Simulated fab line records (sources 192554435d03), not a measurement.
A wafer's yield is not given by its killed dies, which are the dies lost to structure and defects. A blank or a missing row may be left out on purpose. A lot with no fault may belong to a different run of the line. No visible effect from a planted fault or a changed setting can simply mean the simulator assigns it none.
Lot-split experiment :: flow n5Finfet :: on a route of 1938 steps: 7 lots, 21 wafers read

## SPLIT DETAILS
At N5_MOL_CONTACT_COAG_CVD_140 (deposits W, target thk 66.5 nm, time 215 s), the setting targetThkA was moved away from the recipe's 665 angstrom on 8 of the 21 wafers read, by -9.2% to +8.3%. For the rest of the wafers, this setting stayed at what the recipe calls for.

The reading comes from the split's own step.

## THE READING
W_of_MOL_CONTACT_COAG_CVD_140.thkNm (the simulator's own value, which no gauge read), in nm, at N5_MOL_CONTACT_COAG_CVD_140 (deposits W, target thk 66.5 nm, time 215 s). The file does not state a usual value for it. Here, 13 wafers ran the recipe; their average is 67.0 nm with a standard deviation of 0.5 nm.

wafer: L075.2
tool, chamber at the split: cvdW-01, 1
targetThkA as run, angstrom: 665
against the recipe: recipe
W_of_MOL_CONTACT_COAG_CVD_140.thkNm, nm: 67
against lot-mates on the recipe: -

wafer: L075.3
tool, chamber at the split: cvdW-01, 0
targetThkA as run, angstrom: 609.3
against the recipe: -8.4%
W_of_MOL_CONTACT_COAG_CVD_140.thkNm, nm: 61
against lot-mates on the recipe: -5.9

wafer: L075.6
tool, chamber at the split: cvdW-01, 1
targetThkA as run, angstrom: 665
against the recipe: recipe
W_of_MOL_CONTACT_COAG_CVD_140.thkNm, nm: 66.8
against lot-mates on the recipe: -

wafer: L078.2
tool, chamber at the split: cvdW-02, 1
targetThkA as run, angstrom: 665
against the recipe: recipe
W_of_MOL_CONTACT_COAG_CVD_140.thkNm, nm: 67.6
against lot-mates on the recipe: -

wafer: L078.3
tool, chamber at the split: cvdW-02, 0
targetThkA as run, angstrom: 665
against the recipe: recipe
W_of_MOL_CONTACT_COAG_CVD_140.thkNm, nm: 67.4
against lot-mates on the recipe: -

wafer: L078.6
tool, chamber at the split: cvdW-02, 0
targetThkA as run, angstrom: 665
against the recipe: recipe
W_of_MOL_CONTACT_COAG_CVD_140.thkNm, nm: 67.4
against lot-mates on the recipe: -

wafer: L079.2
tool, chamber at the split: cvdW-02, 0
targetThkA as run, angstrom: 720.2
against the recipe: +8.3%
W_of_MOL_CONTACT_COAG_CVD_140.thkNm, nm: 72.4
against lot-mates on the recipe: +5.6

wafer: L079.5
tool, chamber at the split: cvdW-02, 0
targetThkA as run, angstrom: 665
against the recipe: recipe
W_of_MOL_CONTACT_COAG_CVD_140.thkNm, nm: 66.8
against lot-mates on the recipe: -

wafer: L079.6
tool, chamber at the split: cvdW-02, 1
targetThkA as run, angstrom: 720.2
against the recipe: +8.3%
W_of_MOL_CONTACT_COAG_CVD_140.thkNm, nm: 72.8
against lot-mates on the recipe: +6.0

wafer: L082.1
tool, chamber at the split: cvdW-01, 1
targetThkA as run, angstrom: 699.9
against the recipe: +5.2%
W_of_MOL_CONTACT_COAG_CVD_140.thkNm, nm: 70.4
against lot-mates on the recipe: +3.2

wafer: L082.5
tool, chamber at the split: cvdW-01, 0,1
targetThkA as run, angstrom: 665
against the recipe: recipe
W_of_MOL_CONTACT_COAG_CVD_140.thkNm, nm: 67.2
against lot-mates on the recipe: -

wafer: L082.6
tool, chamber at the split: cvdW-01, 0,1
targetThkA as run, angstrom: 665
against the recipe: recipe
W_of_MOL_CONTACT_COAG_CVD_140.thkNm, nm: 67.2
against lot-mates on the recipe: -

wafer: L083.1
tool, chamber at the split: cvdW-02, 0
targetThkA as run, angstrom: 665
against the recipe: recipe
W_of_MOL_CONTACT_COAG_CVD_140.thkNm, nm: 67
against lot-mates on the recipe: -

wafer: L083.4
tool, chamber at the split: cvdW-02, 0
targetThkA as run, angstrom: 665
against the recipe: recipe
W_of_MOL_CONTACT_COAG_CVD_140.thkNm, nm: 67.4
against lot-mates on the recipe: -

wafer: L083.6
tool, chamber at the split: cvdW-02, 0
targetThkA as run, angstrom: 665
against the recipe: recipe
W_of_MOL_CONTACT_COAG_CVD_140.thkNm, nm: 66.6
against lot-mates on the recipe: -

wafer: L087.1
tool, chamber at the split: cvdW-01, 1
targetThkA as run, angstrom: 637.3
against the recipe: -4.2%
W_of_MOL_CONTACT_COAG_CVD_140.thkNm, nm: 65
against lot-mates on the recipe: no lot-mate on the recipe

wafer: L087.4
tool, chamber at the split: cvdW-01, 1
targetThkA as run, angstrom: 637.3
against the recipe: -4.2%
W_of_MOL_CONTACT_COAG_CVD_140.thkNm, nm: 64
against lot-mates on the recipe: no lot-mate on the recipe

wafer: L087.5
tool, chamber at the split: cvdW-01, 1
targetThkA as run, angstrom: 637.3
against the recipe: -4.2%
W_of_MOL_CONTACT_COAG_CVD_140.thkNm, nm: 64.4
against lot-mates on the recipe: no lot-mate on the recipe

wafer: L088.2
tool, chamber at the split: cvdW-01, 1
targetThkA as run, angstrom: 603.5
against the recipe: -9.2%
W_of_MOL_CONTACT_COAG_CVD_140.thkNm, nm: 60.4
against lot-mates on the recipe: -5.6

wafer: L088.5
tool, chamber at the split: cvdW-01, 1
targetThkA as run, angstrom: 665
against the recipe: recipe
W_of_MOL_CONTACT_COAG_CVD_140.thkNm, nm: 66.2
against lot-mates on the recipe: -

wafer: L088.6
tool, chamber at the split: cvdW-01, 0
targetThkA as run, angstrom: 665
against the recipe: recipe
W_of_MOL_CONTACT_COAG_CVD_140.thkNm, nm: 65.8
against lot-mates on the recipe: -
Rows listing several chambers each stand for several wafers; the file does not say which wafer went through which chamber.

FIT RESULTS
A straight line over all 21 wafers: W_of_MOL_CONTACT_COAG_CVD_140.thkNm changes by +0.68 nm for each +1% of targetThkA; r = +0.99; the points scatter about the line by 0.48 nm.
The same after taking each lot's own level away (the mean of its wafers on the recipe; 18 wafers): +0.667 nm for each +1%; r = +1.00; scatter 0.27 nm.
Per that fit: largest targetThkA move, reading shift of 6.2 nm.
The span of the lots' own levels, 66.00 to 67.47 nm, comes to 3.0 times the standard deviation stated above.
The two slopes agree, so the slope changes little with the lot-to-lot level.
Check: -6.42 nm against its lot-mates is what the line predicts for one of the wafers moved furthest among these (-9.2%) when that wafer is left out of the fit. Against them it came out at -5.6 nm.

## THE FILE'S OWN FIT
W_of_MOL_CONTACT_COAG_CVD_140.thkNm changes by +0.659 nm for each +1% of targetThkA, r = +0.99.
